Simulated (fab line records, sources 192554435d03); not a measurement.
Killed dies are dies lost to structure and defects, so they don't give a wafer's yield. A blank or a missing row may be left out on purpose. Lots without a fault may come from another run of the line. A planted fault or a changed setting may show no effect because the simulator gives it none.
fab line records | flow n5_finfet | part 1 of 2: steps 1 to 22 of 36
record lots=5 wafers=15 last_day=17
route steps=1938 shown MIM_TOP_LITHO@1849 MIM_TOP_ETCH@1851 MIM_BOT_LITHO@1854 MIM_BOT_ETCH@1866 PASS1_CAP@1873 TV_LITHO@1875
lots that met no fault: from a run of the same line without faults
start_h: hours from the record's first day to the start of the lot's first wafer shown | wait_h: hours since the lot's step before | " the same as in the row above | L1.1+2: a row that stands for several wafers | - no value, or no start given | * or withheld: withheld | < > ~ a bound
route shown NAME@n: a module of which the file shows steps, and the number in the route of the first | usual: mean/standard deviation of fault-free wafers | same: alike in all rows | chamber/n: place in a boat | sites: the reading at each site | _std_site: their standard deviation | _edge_site: outer sites' mean less inner sites' | radius_mm: how far each site lies from the wafer's centre | mask NAME#n: copy n | behind: the tool/chamber that last shaped the wafer | hold: why the lot was held/for how many hours/how that ended | device: the transistor (n, p or np) that didn't switch | end of line: the same wafers' tests at the end of the route | a step without rows: its recipe alone | killed: dies lost to structure and defects at the first sort, not the wafer's yield | map: a wafer's dies, x killed, . not, _ none there
set.NAME: the setting as run; set.NAME@STEP: as run at that earlier step | model.NAME: the simulator's own value behind a step, which no gauge read
lots at some steps of the route; a table a step, a row a wafer
services: from which hour (start_h, from the record's first day; less than 0 if before it) a tool's chamber was out of use, for how many hours, and why
## steps
# step N5_MIM_TOP_LITHO_INSPECT_12
# recipe mode=adi inspect_instrument=macro
# usual raw_defect_count=2.3/1.4
# columns lot.wafer tool chamber start_h wait_h raw_defect_count
L077.3 defect_inspect-02 - 274.51 0.0 0
L077.4 " - " " 3
L077.5 " - " " 3
L085.3 defect_inspect-01 - 314.07 0.0 2
L085.4 " - " " 0
L085.5 " - " " 3
L087.4 defect_inspect-01 - 335.73 0.0 2
L087.5 " - " " 3
L087.6 " - " " 0
L089.3 defect_inspect-02 - 342.87 0.0 3
L089.4 " - " " 1
L089.6 " - " " 0
L096.1 defect_inspect-01 - 399.77 0.0 2
L096.4 " - " " 0
L096.5 " - " " 5
# step N5_MIM_TOP_LITHO_DESCUM_10
# recipe chemistry=O2 time_s=7.9 source_power_w=50 bias_power_w=20 pressure_mtorr=20 rf_frequency_hz=2.712e+07 temp_c=40 o2_flow_sccm=225
# usual drypump_motor_current_A=5.7/0.44 oes_product_au=0.82/0.091 rf_vpp_V=243.6/1.2 showerhead_plenum_p_Torr=2.11/0.061 throttle_valve_pct=20.27/0.21
# columns lot.wafer tool chamber start_h wait_h drypump_motor_current_A oes_product_au rf_hours_counter_h rf_vpp_V showerhead_plenum_p_Torr throttle_valve_pct
L077.3 rie_diel-04 3 274.54 0.0 5.4 0.88 40 242.5 2.07 20.43
L077.4 " 2 " " 4.8 0.93 13 244.1 2.15 20.47
L077.5 " 0 " " 5.9 0.86 - 242.4 2.04 20.17
L085.3 rie_diel-06 1 314.12 0.0 6.1 0.95 13 244.1 2.06 20.13
L085.4 " 2 " " 6.1 0.71 217 244.2 2.15 20.01
L085.5 " 0 " " 5.7 0.73 - 243.4 2.05 20.05
L087.4 rie_diel-05 3 335.89 0.2 5.6 0.83 68 245.4 2.22 20.36
L087.5 " 0 " " 6.1 0.70 - 243.9 2.12 20.13
L087.6 " 3 " " 5.6 0.83 - 245.3 2.22 20.35
L089.3 rie_diel-05 3 342.90 0.0 5.6 0.81 72 245.5 2.21 20.38
L089.4 " 3 " " 5.6 0.81 - 245.2 2.21 20.36
L089.6 " 2 " " 6.3 0.75 - 245.3 2.20 20.58
L096.1 rie_diel-05 3 399.81 0.0 5.6 0.79 95 243.8 2.21 20.40
L096.4 " 2 " " 6.3 0.74 178 244.3 2.19 20.63
L096.5 " 2 " " 6.3 0.74 - 244.8 2.19 20.61
# step N5_MIM_TOP_ETCH_ETCH_00
# recipe chemistry=Cl2/BCl3 target=TiN target_depth_a=385 ion_energy_ev=150 pressure_mtorr=10 icp_w=1000 bias_w=126 Cl2_flow_sccm=53.25 bcl3_flow_sccm=21.75 Ar_flow_sccm=25
# usual drypump_motor_current_A=5.8/0.6 oes_product_au=0.79/0.078 throttle_valve_pct=22.52/0.26
# columns lot.wafer tool chamber start_h wait_h drypump_motor_current_A oes_product_au rf_hours_counter_h throttle_valve_pct
L077.3 rie_metal-01 1 274.67 0.1 6.2 0.72 - 22.35
L077.4 " 0 " " 5.2 0.80 - 22.91
L077.5 " 0 " " 5.3 0.79 - 22.92
L085.3 rie_metal-02 0 314.25 0.1 6.6 0.89 - 22.28
L085.4 " 1 " " 5.5 0.84 - 22.29
L085.5 " 0 " " 6.6 0.89 - 22.28
L087.4 rie_metal-02 1 336.01 0.1 5.5 0.82 - 22.30
L087.5 " 1 " " 5.5 0.82 - 22.31
L087.6 " 0 " " 6.6 0.87 - 22.28
L089.3 rie_metal-01 0 343.03 0.1 5.2 0.78 - 22.93
L089.4 " 1 " " 6.2 0.71 - 22.37
L089.6 " 0 " " 5.2 0.77 - 22.92
L096.1 rie_metal-01 0 399.90 0.1 5.2 0.77 58 22.93
L096.4 " 0 " " 5.1 0.77 - 22.94
L096.5 " 0 " " 5.2 0.77 - 22.94
# step N5_MIM_TOP_ETCH_STRIP_01
# recipe chemistry=O2 power_w=600 temp_c=60 pressure_mtorr=30 rf_frequency_hz=6e+07 bias_power_w=0 overash_fraction=0.5 o2_flow_sccm=225
# usual drypump_motor_current_A=5.8/0.36 oes_product_au=0.77/0.097 rf_vpp_V=3.7/1.2 showerhead_plenum_p_Torr=2.10/0.078 throttle_valve_pct=16.76/0.24
# columns lot.wafer tool chamber start_h wait_h drypump_motor_current_A oes_product_au rf_hours_counter_h rf_vpp_V showerhead_plenum_p_Torr throttle_valve_pct
L077.3 rie_diel-02 0 274.78 0.1 6.3 0.70 228 2.8 2.03 16.84
L077.4 " 1 " " 5.8 0.88 - 3.6 2.05 16.53
L077.5 " 0 " " 6.3 0.72 - 4.9 2.03 16.84
L085.3 rie_diel-01 1 314.51 0.2 5.4 0.69 237 4.0 2.06 16.95
L085.4 " 2 " " 6.3 0.71 199 4.1 1.98 16.69
L085.5 " 3 " " 5.4 0.68 - 2.7 2.07 16.80
L087.4 rie_diel-01 2 336.23 0.2 6.3 0.71 206 2.9 1.98 16.67
L087.5 " 3 " " 5.4 0.67 - 3.7 2.07 16.85
L087.6 " 0 " " 5.6 0.92 - 2.3 2.08 16.32
L089.3 rie_diel-03 0 343.13 0.1 5.7 0.69 231 6.1 2.18 17.02
L089.4 " 3 " " 5.8 0.70 239 3.1 1.99 16.85
L089.6 " 0 " " 5.7 0.69 - 2.9 2.18 16.98
L096.1 rie_diel-02 3 400.04 0.1 5.3 0.73 157 3.8 2.07 16.35
L096.4 " 0 " " 6.3 0.98 9 4.4 2.02 16.35
L096.5 " 3 " " 5.4 0.73 - 4.0 2.07 16.31
# step N5_MIM_TOP_ETCH_PECVD_03
# recipe material=SiNx target_thk_a=200 temp_c=400 precursor=SiH4/NH3/N2 pressure_torr=1.5 rf_w=300 time_s=17.6
# usual chamber_pressure_Torr=1.500/0.0033 heater_power_w=750/59 showerhead_plenum_p_Torr=5.18/0.076 throttle_valve_pct=38.9/2.4
# columns lot.wafer tool chamber start_h wait_h chamber_pressure_Torr heater_power_w showerhead_plenum_p_Torr throttle_valve_pct
L077.3 pecvd-04 0 274.86 - 1.501 791 5.25 37.9
L077.4 " 2 " " 1.496 739 5.13 35.1
L077.5 " 2 " " 1.498 762 5.14 34.9
L085.3 pecvd-04 2 314.58 - 1.500 763 5.14 34.9
L085.4 " 1 " " 1.494 859 5.30 41.7
L085.5 " 0 " " 1.500 787 5.23 38.1
L087.4 pecvd-02 0 336.31 - 1.504 699 5.13 43.4
L087.5 " 2 " " 1.500 670 5.16 39.4
L087.6 " 0 " " 1.500 697 5.13 43.4
L089.3 pecvd-01 0 343.19 - 1.505 702 5.23 38.1
L089.4 " 1 " " 1.499 770 5.02 40.5
L089.6 " 0 " " 1.497 701 5.23 38.0
L096.1 pecvd-04 1 400.10 - 1.501 879 5.31 41.6
L096.4 " 1 " " 1.503 844 5.30 41.5
L096.5 " 1 " " 1.501 828 5.30 41.5
# step N5_MIM_BOT_LITHO_HMDS_01
# recipe time_s=60 temp_c=120
# columns lot.wafer tool chamber start_h wait_h
L077.3+4+5 litho_track-03 0 274.94 0.1
L085.3+4+5 litho_track-04 0 314.65 0.1
L087.4+5+6 litho_track-04 0 336.39 0.1
L089.3+4+6 litho_track-02 0 343.26 0.1
L096.1+4+5 litho_track-04 0 400.19 0.1
# step N5_MIM_BOT_LITHO_COAT_02
# recipe spin_rpm=* resist_thk_nm=*
# usual spin_speed_rpm=*
# columns lot.wafer tool chamber start_h wait_h spin_speed_rpm
L077.3 litho_track-03 0 - - *
L077.4 " 0 " " *
L077.5 " 0 " " *
L085.3 litho_track-04 0 - - *
L085.4 " 0 " " *
L085.5 " 0 " " *
L087.4 litho_track-04 0 - - *
L087.5 " 0 " " *
L087.6 " 0 " " *
L089.3 litho_track-02 0 - - *
L089.4 " 0 " " *
L089.6 " 0 " " *
L096.1 litho_track-04 0 - - *
L096.4 " 0 " " *
L096.5 " 0 " " *
# step N5_MIM_BOT_LITHO_EBR_04
# recipe solvent=PGMEA ebr_width_mm=1.5
# columns lot.wafer tool chamber start_h wait_h
L077.3+4+5 litho_track-03 0 - -
L085.3+4+5 litho_track-04 0 - -
L087.4+5+6 litho_track-04 0 - -
L089.3+4+6 litho_track-02 0 - -
L096.1+4+5 litho_track-04 0 - -
# step N5_MIM_BOT_LITHO_SOFTBAKE_03
# recipe temp_c=100 time_s=90
# columns lot.wafer tool chamber start_h wait_h
L077.3+4+5 litho_track-03 0 - -
L085.3+4+5 litho_track-04 0 - -
L087.4+5+6 litho_track-04 0 - -
L089.3+4+6 litho_track-02 0 - -
L096.1+4+5 litho_track-04 0 - -
# step N5_MIM_BOT_LITHO_EXPOSE_05
# recipe mask_id=MIM_BOT na=0.55 source_shape=conventional sigma_outer=0.8 polarization=unpolarized dose_mj=24.25
# same na=0.55
# columns lot.wafer tool chamber start_h wait_h mask
L077.3+4+5 krf_scanner-01 0 275.18 - MIM_BOT#0
L085.3+4+5 krf_scanner-01 0 314.89 - MIM_BOT#0
L087.4+5+6 krf_scanner-01 0 336.64 - MIM_BOT#0
L089.3+4+6 krf_scanner-02 0 343.51 - MIM_BOT#0
L096.1+4+5 krf_scanner-02 0 400.30 - MIM_BOT#0
# step N5_MIM_BOT_LITHO_PEB_06
# recipe peb_temp_c=withheld peb_time_s=*
# columns lot.wafer tool chamber start_h wait_h
L077.3+4+5 litho_track-04 0 275.23 0.0
L085.3+4+5 litho_track-04 0 314.94 0.0
L087.4+5+6 litho_track-02 0 336.68 0.0
L089.3+4+6 litho_track-04 0 343.55 0.0
L096.1+4+5 litho_track-04 0 400.36 0.1
# step N5_MIM_BOT_LITHO_DEVELOP_07
# recipe develop_time_s=60 rinse_liquid=diw dry=air_spin dev_temp_c=21
# columns lot.wafer tool chamber start_h wait_h
L077.3+4+5 litho_track-04 0 - -
L085.3+4+5 litho_track-04 0 - -
L087.4+5+6 litho_track-02 0 - -
L089.3+4+6 litho_track-04 0 - -
L096.1+4+5 litho_track-04 0 - -
# step N5_MIM_BOT_LITHO_HARDBAKE_09
# recipe temp_c=130 time_s=120
# columns lot.wafer tool chamber start_h wait_h
L077.3+4+5 litho_track-04 0 - -
L085.3+4+5 litho_track-04 0 - -
L087.4+5+6 litho_track-02 0 - -
L089.3+4+6 litho_track-04 0 - -
L096.1+4+5 litho_track-04 0 - -
# step N5_MIM_BOT_LITHO_CD_MEAS_08
# recipe target_cd_nm=3000 landing_energy_ev=500 detector=se_inlens polarity=opening
# usual cd_nm=2998.0/2.3
# columns lot.wafer tool chamber start_h wait_h cd_nm
L077.3 cd_sem-02 0 275.35 - 2996.4
L077.4 " 0 " " 2992.4
L077.5 " 0 " " 2995.1
L085.3 cd_sem-01 0 315.06 - 3000.4
L085.4 " 0 " " 3001.2
L085.5 " 0 " " 2995.7
L087.4 cd_sem-01 0 336.80 - 2998.8
L087.5 " 0 " " 2996.7
L087.6 " 0 " " 2998.9
L089.3 cd_sem-03 0 343.67 - 2994.3
L089.4 " 0 " " 2997.4
L089.6 " 0 " " 2999.9
L096.1 cd_sem-01 0 400.48 - 2993.6
L096.4 " 0 " " 2999.3
L096.5 " 0 " " 2999.5
# step N5_MIM_BOT_LITHO_OVL_MEAS_11
# recipe points_per_wafer=44
# usual MIM_BOT_OVL=1/5.8
# columns lot.wafer tool chamber start_h wait_h MIM_BOT_OVL[nm]
L077.3 overlay-01 0 275.37 0.0 15
L077.4 " 0 " " -4
L077.5 " 0 " " 9
L085.3 overlay-01 0 315.09 0.0 0
L085.4 " 0 " " 12
L085.5 " 0 " " 8
L087.4 overlay-01 0 336.83 0.0 14
L087.5 " 0 " " -4
L087.6 " 0 " " 5
L089.3 overlay-02 0 343.70 0.0 -6
L089.4 " 0 " " 9
L089.6 " 0 " " 1
L096.1 overlay-02 0 400.51 0.0 1
L096.4 " 0 " " 3
L096.5 " 0 " " 4
# step N5_MIM_BOT_LITHO_INSPECT_12
# recipe mode=adi inspect_instrument=macro
# usual raw_defect_count=2.0/1.3
# columns lot.wafer tool chamber start_h wait_h raw_defect_count
L077.3 defect_inspect-01 - 275.40 0.0 5
L077.4 " - " " 3
L077.5 " - " " 2
L085.3 defect_inspect-02 - 315.11 0.0 4
L085.4 " - " " 0
L085.5 " - " " 1
L087.4 defect_inspect-02 - 336.85 0.0 4
L087.5 " - " " 4
L087.6 " - " " 2
L089.3 defect_inspect-02 - 343.73 0.0 3
L089.4 " - " " 2
L089.6 " - " " 0
L096.1 defect_inspect-02 - 400.53 0.0 1
L096.4 " - " " 3
L096.5 " - " " 1
# step N5_MIM_BOT_LITHO_DESCUM_10
# recipe chemistry=O2 time_s=7.9 source_power_w=50 bias_power_w=20 pressure_mtorr=20 rf_frequency_hz=2.712e+07 temp_c=40 o2_flow_sccm=225
# usual drypump_motor_current_A=5.6/0.46 oes_product_au=0.83/0.084 rf_vpp_V=243.7/1.1 showerhead_plenum_p_Torr=2.12/0.06 throttle_valve_pct=20.31/0.21
# columns lot.wafer tool chamber start_h wait_h drypump_motor_current_A oes_product_au rf_hours_counter_h rf_vpp_V showerhead_plenum_p_Torr throttle_valve_pct
L077.3 rie_diel-05 3 275.78 0.4 5.6 0.86 45 244.9 2.22 20.32
L077.4 " 0 " " 6.1 0.72 225 242.6 2.13 20.07
L077.5 " 2 " " 6.3 0.77 - 244.9 2.21 20.55
L085.3 rie_diel-04 2 315.15 0.0 4.8 0.91 28 244.8 2.14 20.52
L085.4 " 3 " " 5.4 0.86 53 242.9 2.06 20.45
L085.5 " 3 " " 5.4 0.87 - 242.6 2.06 20.44
L087.4 rie_diel-05 3 336.92 0.1 5.6 0.82 - 243.8 2.22 20.35
L087.5 " 0 " " 6.1 0.70 - 244.0 2.12 20.12
L087.6 " 1 " " 5.2 0.90 - 244.1 2.13 20.28
L089.3 rie_diel-05 3 343.76 0.0 5.6 0.81 72 244.5 2.21 20.37
L089.4 " 2 " " 6.3 0.75 - 244.9 2.20 20.59
L089.6 " 3 " " 5.6 0.81 - 245.9 2.21 20.37
L096.1 rie_diel-05 2 400.57 0.0 6.4 0.74 178 245.5 2.19 20.60
L096.4 " 3 " " 5.6 0.78 95 244.5 2.21 20.40
L096.5 " 1 " " 5.2 0.86 - 244.9 2.12 20.30
# step N5_MIM_BOT_ETCH_ETCH_04
# recipe chemistry=CF4/O2 target=SiNx target_depth_a=260 time_s=13 ion_energy_ev=100 pressure_mtorr=40 source_w=535 bias_w=49 Ar_flow_sccm=100 cf4_flow_sccm=100 O2_flow_sccm=10
# usual drypump_motor_current_A=5.6/0.46 oes_product_au=0.83/0.084 rf_vpp_V=241/11 showerhead_plenum_p_Torr=2.24/0.055 throttle_valve_pct=15.90/0.17
# columns lot.wafer tool chamber start_h wait_h drypump_motor_current_A oes_product_au rf_hours_counter_h rf_vpp_V showerhead_plenum_p_Torr throttle_valve_pct
L077.3 rie_diel-05 3 275.85 0.0 5.6 0.87 45 225 2.33 15.79
L077.4 " 0 " " 6.0 0.72 225 248 2.27 15.99
L077.5 " 2 " " 6.3 0.79 - 223 2.32 16.03
L085.3 rie_diel-04 2 315.21 0.0 4.8 0.88 28 248 2.24 15.92
L085.4 " 3 " " 5.4 0.84 53 239 2.15 15.79
L085.5 " 3 " " 5.4 0.85 - 240 2.15 15.80
L087.4 rie_diel-05 3 336.98 0.0 5.6 0.83 - 225 2.32 15.83
L087.5 " 0 " " 6.1 0.71 - 247 2.27 16.04
L087.6 " 1 " " 5.2 0.90 - 248 2.25 15.90
L089.3 rie_diel-05 3 343.82 0.0 5.6 0.83 72 225 2.32 15.85
L089.4 " 2 " " 6.3 0.77 - 224 2.31 16.07
L089.6 " 3 " " 5.6 0.82 - 223 2.32 15.83
L096.1 rie_diel-05 2 400.63 0.0 6.3 0.75 178 223 2.30 16.11
L096.4 " 3 " " 5.6 0.79 95 225 2.31 15.89
L096.5 " 1 " " 5.2 0.87 - 246 2.24 15.95
# step N5_MIM_BOT_ETCH_ETCH_03
# recipe chemistry=Cl2/BCl3 target_depth_a=120 pressure_mtorr=8 icp_w=800 bias_w=100 Cl2_flow_sccm=20 bcl3_flow_sccm=80
# usual drypump_motor_current_A=5.7/0.63 oes_product_au=0.78/0.08 throttle_valve_pct=27.4/0.34
# columns lot.wafer tool chamber start_h wait_h drypump_motor_current_A oes_product_au rf_hours_counter_h throttle_valve_pct
L077.3 rie_metal-03 0 275.97 0.1 5.8 0.66 - 27.6
L077.4 " 1 " " 4.9 0.83 - 27.8
L077.5 " 0 " " 5.8 0.66 - 27.6
L085.3 rie_metal-01 1 315.36 0.1 6.2 0.71 - 27.2
L085.4 " 1 " " 6.2 0.72 - 27.2
L085.5 " 1 " " 6.2 0.72 - 27.2
L087.4 rie_metal-02 1 337.07 0.1 5.5 0.81 - 27.0
L087.5 " 1 " " 5.5 0.82 - 27.0
L087.6 " 0 " " 6.6 0.87 - 27.1
L089.3 rie_metal-02 1 343.94 0.1 5.5 0.81 - 26.9
L089.4 " 0 " " 6.6 0.87 - 27.1
L089.6 " 1 " " 5.5 0.83 - 27.0
L096.1 rie_metal-02 1 400.72 0.1 5.5 0.80 29 27.0
L096.4 " 0 " " 6.6 0.84 - 27.1
L096.5 " 0 " " 6.6 0.84 - 27.1
# step N5_MIM_BOT_ETCH_ETCH_00
# recipe chemistry=Cl2/BCl3 target=TiN target_depth_a=455 ion_energy_ev=150 pressure_mtorr=10 icp_w=1000 bias_w=126 Cl2_flow_sccm=53.25 bcl3_flow_sccm=21.75 Ar_flow_sccm=25
# usual drypump_motor_current_A=5.7/0.63 oes_product_au=0.78/0.08 throttle_valve_pct=21.78/0.27
# columns lot.wafer tool chamber start_h wait_h drypump_motor_current_A oes_product_au rf_hours_counter_h throttle_valve_pct
L077.3 rie_metal-03 0 276.07 0.1 5.8 0.66 - 21.89
L077.4 " 1 " " 4.8 0.83 - 22.09
L077.5 " 0 " " 5.8 0.65 - 21.87
L085.3 rie_metal-01 1 315.56 0.2 6.2 0.71 - 21.59
L085.4 " 1 " " 6.2 0.71 - 21.58
L085.5 " 1 " " 6.2 0.71 - 21.56
L087.4 rie_metal-02 1 337.17 0.1 5.5 0.82 - 21.51
L087.5 " 1 " " 5.5 0.82 - 21.52
L087.6 " 0 " " 6.6 0.86 - 21.54
L089.3 rie_metal-02 1 344.04 0.1 5.5 0.83 - 21.49
L089.4 " 0 " " 6.6 0.87 - 21.52
L089.6 " 1 " " 5.5 0.83 - 21.51
L096.1 rie_metal-02 1 400.81 0.1 5.5 0.80 29 21.53
L096.4 " 0 " " 6.6 0.84 - 21.54
L096.5 " 0 " " 6.6 0.84 - 21.54
# step N5_MIM_BOT_ETCH_STRIP_01
# recipe chemistry=O2 power_w=600 temp_c=60 pressure_mtorr=30 rf_frequency_hz=6e+07 bias_power_w=0 overash_fraction=0.5 o2_flow_sccm=225
# usual drypump_motor_current_A=5.6/0.47 oes_product_au=0.84/0.088 rf_vpp_V=3.6/1.3 showerhead_plenum_p_Torr=2.11/0.058 throttle_valve_pct=16.55/0.15
# columns lot.wafer tool chamber start_h wait_h drypump_motor_current_A oes_product_au rf_hours_counter_h rf_vpp_V showerhead_plenum_p_Torr throttle_valve_pct
L077.3 rie_diel-04 3 276.25 0.1 5.4 0.89 40 3.0 2.07 16.59
L077.4 " 0 " " 6.0 0.88 53 1.7 2.05 16.45
L077.5 " 0 " " 5.9 0.88 - 2.5 2.04 16.45
L085.3 rie_diel-04 0 315.74 0.1 5.9 0.87 69 1.5 2.04 16.46
L085.4 " 1 " " 5.1 0.91 23 2.3 2.14 16.70
L085.5 " 3 " " 5.4 0.87 - 3.8 2.06 16.63
L087.4 rie_diel-06 0 337.27 0.1 5.7 0.72 188 2.6 2.05 16.37
L087.5 " 3 " " 5.8 0.69 - 3.6 2.03 16.79
L087.6 " 0 " " 5.7 0.74 - 2.4 2.05 16.34
L089.3 rie_diel-05 2 344.15 0.1 6.3 0.75 154 1.4 2.20 16.81
L089.4 " 2 " " 6.4 0.77 - 4.0 2.20 16.77
L089.6 " 1 " " 5.2 0.87 - 2.0 2.13 16.52
L096.1 rie_diel-06 2 400.95 0.1 6.1 0.69 248 1.3 2.15 16.41
L096.4 " 0 " " 5.7 0.72 210 4.4 2.04 16.43
L096.5 " 0 " " 5.8 0.71 - 2.8 2.04 16.40
# step N5_MIM_BOT_ETCH_STRIP_02
# recipe chemistry=post_etch_residue_remover time_s=1200 temp_c=72.5
# columns lot.wafer tool chamber start_h wait_h
L077.3+4+5 wet_bench-04 2,4,1 276.32 -
L085.3+4+5 wet_bench-02 0,7,1 315.81 -
L087.4+5+6 wet_bench-02 2,3,5 337.34 -
L089.3+4+6 wet_bench-01 3,4,7 344.22 -
L096.1+4+5 wet_bench-02 4,0,3 401.02 -
